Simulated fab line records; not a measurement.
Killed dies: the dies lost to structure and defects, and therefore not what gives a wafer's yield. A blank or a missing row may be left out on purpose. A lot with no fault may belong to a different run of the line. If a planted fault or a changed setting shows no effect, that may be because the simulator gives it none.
Comparing a struck lot with a sound one + flow n5Finfet + 36 out of 1938 route steps
Sound: the wafers L134.3, L134.4, L134.5. Wafers L139.1, L139.2, L139.3 were the ones struck. The cause comes at the end.
At each step with rows: each side's tool, then ch and its chambers, then its first start. Under that, the readings that differ: sound wafers + struck wafers + difference of the means + sigmas: that difference in standard deviations of wafers without a fault.
alike: same words and numbers on both sides, and readings whose means sit less than 2 such deviations apart. not compared: any withheld reading, any reading some wafer has no value for, any bound like >300 that may hide the same value, and any number with overlapping values for which the record gives no deviation.
Wherever a step has rows on one side only, a row that says differs or no value, or a row with sigmas, the two part there. When numbers do not overlap yet have no deviation, they are printed without sigmas and do not part them. A reading missing from all wafers of one side parts the sides only when that side holds two or more wafers.

first, 9 steps without rows for these wafers: N5_BEOL_M4_ANNEAL_95 (time 240 s); N5_BEOL_M4_SPUTTER_96 (material Cu, target thk 4.5 nm, time 8.29 s); N5_BEOL_M4_ECD_50 (material Cu, target thk 300 nm); N5_BEOL_M4_ANNEAL_51 (time 90 s); N5_BEOL_M4_CMP_52 (polishes, stops on SiOC, t overpolish 6.8 s, target thk 40 nm); N5_BEOL_M4_PRE_CLEAN_60 (time 15 s); N5_BEOL_M4_CO_CAP_55 (material Co, precursor CCTBA/H2, target thk 2 nm, time 102.1 s); N5_BEOL_M4_PRE_CLEAN_56 (time 15 s); N5_BEOL_M4_DEP_57 (deposits SiCN from 3MS/NH3, target thk 8 nm, time 14 s).
N5_BEOL_M4_RC_MEAS_101:
  sound on prober-01 ch 0, day 10 06:14; struck on prober-01 ch 0, day 12 08:14
  alike: DIBL_N, DIBL_P, IOFF_N, IOFF_P, ION_N, ION_P, SS_N, SS_P, VT_N, VT_P
then, 24 steps without rows for these wafers: N5_BEOL_M5_ILD_DEP_00 (deposits SiCOH lowk from DEMS/porogen, target thk 140.64 nm, time 25.9 s); N5_BEOL_M5_CURE_79 (cures SiCOH lowk, time 240 s); N5_BEOL_M5_PECVD_70 (deposits SiO2 from TEOS/O2, target thk 16 nm, time 18 s); N5_BEOL_M5_HM_DEP_02 (deposits TiN, target thk 20 nm); N5_BEOL_M5_COAT_59 (time 60 s, resist thk 60 nm); N5_BEOL_M5_COAT_60 (time 60 s, resist thk 12 nm); N5_BEOL_M5_COAT_71 (time 60 s, resist thk 5 nm); N5_BEOL_M5_COAT_05 (resist thk 30 nm); N5_BEOL_M5_EBR_07; N5_BEOL_M5_SOFTBAKE_06 (time 60 s); N5_BEOL_M5_EXPOSE_08 (exposes mask M5, target cd 28 nm); N5_BEOL_M5_PEB_09 (peb time 60 s); N5_BEOL_M5_DEVELOP_10 (develop time 30 s); N5_BEOL_M5_DESCUM_16 (chemistry O2, time 7 s); N5_BEOL_M5_ETCH_72 (etches underlayer in N2/H2, target depth 6.5 nm, time 5.2 s); N5_BEOL_M5_ETCH_61 (etches SiARC in CF4, target depth 15.6 nm, time 26 s); N5_BEOL_M5_ETCH_62 (etches SOC in N2/H2, target depth 75 nm, overetch 15 nm, time 112.5 s); N5_BEOL_M5_STRIP_63 (strips in N2/H2); N5_BEOL_M5_STRIP_73 (strips in N2/H2); N5_BEOL_M5_STRIP_64 (strips in CF4); N5_BEOL_M5_HM_OPEN_17 (chemistry Cl2/BCl3, target TiN, target depth 20 nm, overetch 6 nm); N5_BEOL_M5_STRIP_19 (strips in O2); N5_BEOL_M5_COAT_65 (time 60 s, resist thk 60 nm); N5_BEOL_M5_COAT_66 (time 60 s, resist thk 12 nm).
N5_BEOL_M6_ETCH_41: etches SiCN in CH3F/O2, target depth 29.7 nm, time 52 s.
  sound on rieDiel-01 ch 1,2, day 10 21:36; struck on rieDiel-02 ch 0,1,2, day 13 02:35
  no value came back on the struck wafers for any of 9 readings (CH3F_flow_sccm (sccm), O2_flow_sccm (sccm) and others); on the sound wafers CH3F_flow_sccm (sccm) reads 29.99 30.03 29.97
  not compared: rfHoursCounterH
-- record jumps: 4 days separate the struck wafers' starts on either side; left off in module BEOL_M6, taken up again in module PASSIVATION, whose first shown step is the route's number 1936 --
N5_PASSIVATION_PROBE_49:
  sound on prober-01, day 14 10:33; struck on prober-02, day 16 17:04
| reading                 | sound          | struck         | difference | sigmas      |
|-------------------------|----------------|----------------|------------|-------------|
| defectLimitedYield (%)  | 90.8 91.7 91.1 | 0 0 0          | -91        | -57         |
| killed_at_M4_up         | 14 15 14       | 1082 1094 1082 | +1072      | +99 or more |
| killedDies              | 109 98 105     | 1180 1180 1180 | +1076      | +57         |
| killedOnRim             | 13 10 11       | 152 152 152    | +141       | +31         |
| sort_bin_5_function (%) | 5.4 4.7 5.0    | 96.3 97.1 96.0 | +91.4      | +91         |
| sortNPass               | 1071 1082 1075 | 0 0 0          | -1076      | -57         |
| sortYieldPct (%)        | 90.8 91.7 91.1 | 0 0 0          | -91        | -57         |
  alike: killed_at_M0_to_M3, killedAtContacts, killedAtFrontEnd, killedAtOther, killedOpen, killedShort, sort_bin_6_memory

## WHERE THEY PART
Earliest at N5_BEOL_M6_ETCH_41; latest, in this record, at N5_PASSIVATION_PROBE_49.

WHY: what the simulator had put in
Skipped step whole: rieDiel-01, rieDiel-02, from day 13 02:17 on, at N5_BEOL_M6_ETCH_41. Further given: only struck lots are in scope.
